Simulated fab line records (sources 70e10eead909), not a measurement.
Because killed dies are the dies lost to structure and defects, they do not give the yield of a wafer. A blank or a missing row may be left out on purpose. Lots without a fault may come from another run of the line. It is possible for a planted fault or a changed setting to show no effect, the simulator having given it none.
Matching of chambers :: flow nand_harc :: 3 sister chambers for NHARC_P_M1_PRE_CLEAN_32 on pecvd-04
The step time 12 s. 6 wafers are shown with their chamber, then 8 later ones without.

== WAFERS, EACH WITH ITS CHAMBER ==
wafer: L075.1
chamber: 0
heater_power_w (W): 655
rf_fwd_power_W (W): 293.0

wafer: L081.5
chamber: 2
heater_power_w (W): 712
rf_fwd_power_W (W): 291.4

wafer: L082.1
chamber: 0
heater_power_w (W): 700
rf_fwd_power_W (W): 292.2

wafer: L082.2
chamber: 2
heater_power_w (W): 664
rf_fwd_power_W (W): 294.4

wafer: L082.4
chamber: 1
heater_power_w (W): 662
rf_fwd_power_W (W): 292.5

wafer: L087.1
chamber: 1
heater_power_w (W): 589
rf_fwd_power_W (W): 292.2

== WAFERS WHOSE CHAMBER IS MISSING ==
wafer: L087.2
heater_power_w (W): 721
rf_fwd_power_W (W): 292.5

wafer: L087.6
heater_power_w (W): 631
rf_fwd_power_W (W): 291.5

wafer: L090.1
heater_power_w (W): 748
rf_fwd_power_W (W): 292.4

wafer: L090.2
heater_power_w (W): 602
rf_fwd_power_W (W): 292.1

wafer: L090.3
heater_power_w (W): 616
rf_fwd_power_W (W): 292.5

wafer: L091.3
heater_power_w (W): 712
rf_fwd_power_W (W): 292.5

wafer: L091.5
heater_power_w (W): 581
rf_fwd_power_W (W): 293.0

wafer: L091.6
heater_power_w (W): 701
rf_fwd_power_W (W): 292.5

== EACH ONE'S CHAMBER ==
wafer: L087.2
from the rows above: can't be placed: 2 or 0 or 1
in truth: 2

wafer: L087.6
from the rows above: can't be placed: 1 or 0 or 2
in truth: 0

wafer: L090.1
from the rows above: can't be placed: 2 or 0 or 1
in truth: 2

wafer: L090.2
from the rows above: can't be placed: 1 or 0 or 2
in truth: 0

wafer: L090.3
from the rows above: can't be placed: 1 or 0 or 2
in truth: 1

wafer: L091.3
from the rows above: can't be placed: 2 or 0 or 1
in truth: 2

wafer: L091.5
from the rows above: can't be placed: 1 or 0 or 2
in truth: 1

wafer: L091.6
from the rows above: can't be placed: 2 or 0 or 1
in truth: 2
Correctly placed: 0 of 8. Cannot be placed on the basis of these rows: 8; the candidates contain the true chamber in 8. Placed wrongly: 0.
How it was worked out, from the rows above alone: a wafer's distance from a chamber is the root of the sum, over the readings, of the square of ((its reading less the chamber's mean) divided by the reading's scatter). If the next closest chamber is less than 2 further off than the closest, the wafer can't be placed; otherwise it belongs to the closest. A chamber's mean is the mean of its shown wafers. How the scatter is found: for the shown wafers, subtract from each reading the mean of its chamber, square and add these, divide the total by (wafers less chambers), then take the root.
